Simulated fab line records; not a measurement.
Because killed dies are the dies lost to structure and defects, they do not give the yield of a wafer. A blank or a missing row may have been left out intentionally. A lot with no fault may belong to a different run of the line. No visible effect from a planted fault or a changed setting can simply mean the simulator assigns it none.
Which of the tools did it?	flow n5_finfet	12 lots, 36 wafers sampled, at 1 step of a route of 1938

== WHAT THE GAUGES READ, wafer by wafer ==
N5_MOL_CONTACT_COAG_OVL_MEAS_41.
lot	measured	on	VD_OVL (nm)
L075	day 5 13:15	overlay-02	-0.9 0.2 0.7
L077	day 5 19:29	overlay-01	1.4 1.0 0.2
L079	day 6 10:33	overlay-01	0.6 -0.4 1.5
L081	day 6 19:44	overlay-02	0.5 0.6 -0.1
L083	day 7 11:41	overlay-01	0.5 1.7 -0.2
L085	day 8 02:56	overlay-02	-1.6 -0.1 0.3
L087	day 8 05:30	overlay-02	1.7 1.0 0.7
L089	day 9 00:25	overlay-01	0.9 0.3 0.3
L091	day 9 12:14	overlay-02	0.0 0.7 0.5
L093	day 9 20:57	overlay-02	1.2 0.0 -0.2
L095	day 10 09:55	overlay-01	0.6 -0.4 0.7
L097	day 10 20:20	overlay-01	0.4 0.5 0.6

== EACH LOT AND THE TOOL THAT RAN IT (in order: tool; ch and the chambers of the sampled wafers; start) ==
The record shows no process step preceding these readings.

== THE ANSWER, worked out from the rows above alone ==
Rule: what is usual is taken from the lots themselves. The widest of any qualifying gaps counts: lots, ordered by their means at a reading, are off when they make up no more than a third of the lots, leave a main group of 4 or more, and stand apart from it by 3 or more times the standard deviation of that group's means. The tables above print the reading to a certain number of digits; a main group whose means all agree to those digits is not used. Also off: a lot with no number at a reading for which 4 or more lots have one. The other lots that the step has rows for count as sound.
None of the lots is off at any reading shown; this tells nothing.

== WHAT HAD BEEN PUT IN BY THE SIMULATOR ==
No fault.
